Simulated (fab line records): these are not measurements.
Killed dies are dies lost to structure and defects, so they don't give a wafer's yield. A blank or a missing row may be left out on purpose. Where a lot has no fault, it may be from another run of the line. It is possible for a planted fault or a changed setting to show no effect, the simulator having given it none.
Chamber matching -- flow n5 finfet -- 4 sister chambers for N5_MOL_CONTACT_COAG_ALD_133 on ald sin-02
The step deposits SiO2, target thk 5 nm, pulse time 1 s, co reactant pulse time 1 s. 4 wafers are shown with their chamber, then 12 later ones without.

WAFERS, EACH WITH ITS CHAMBER
wafer,chamber,heater power w (W)
L079.1,2,78
L093.1,3,71
L093.3,0,73
L093.4,1,67

WAFERS MISSING THEIR CHAMBER
wafer,heater power w (W)
L095.1,79
L095.2,69
L095.3,73
L095.4,67
L095.5,71
L095.6,68
L096.1,79
L096.2,69
L096.3,72
L096.4,74
L096.5,72
L096.6,66

CHAMBER TAKEN BY EACH
wafer,from the rows above,in truth
L095.1,2,2
L095.2,can't be placed: 1 or 3 or 0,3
L095.3,can't be placed: 0 or 3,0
L095.4,1,1
L095.5,can't be placed: 3 or 0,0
L095.6,can't be placed: 1 or 3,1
L096.1,2,2
L096.2,can't be placed: 1 or 3 or 0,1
L096.3,can't be placed: 0 or 3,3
L096.4,can't be placed: 0 or 3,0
L096.5,can't be placed: 0 or 3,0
L096.6,1,1
Correctly placed: 4 of 12. Can't be placed from these rows: 8 (the true chamber is among the candidates in 8). Placed wrongly: 0.
How it was worked out, from the rows above alone: a wafer's distance from a chamber is the root of the sum, over the readings, of the square of ((its reading less the chamber's mean) divided by the reading's scatter). The wafer belongs to the nearest chamber; if the next one is less than 2 further off, it can't be placed. A chamber's mean is the mean of its shown wafers. The scatter: with one shown wafer a chamber, the root of the mean of the squares of how far each hidden wafer lies from its nearest shown one.
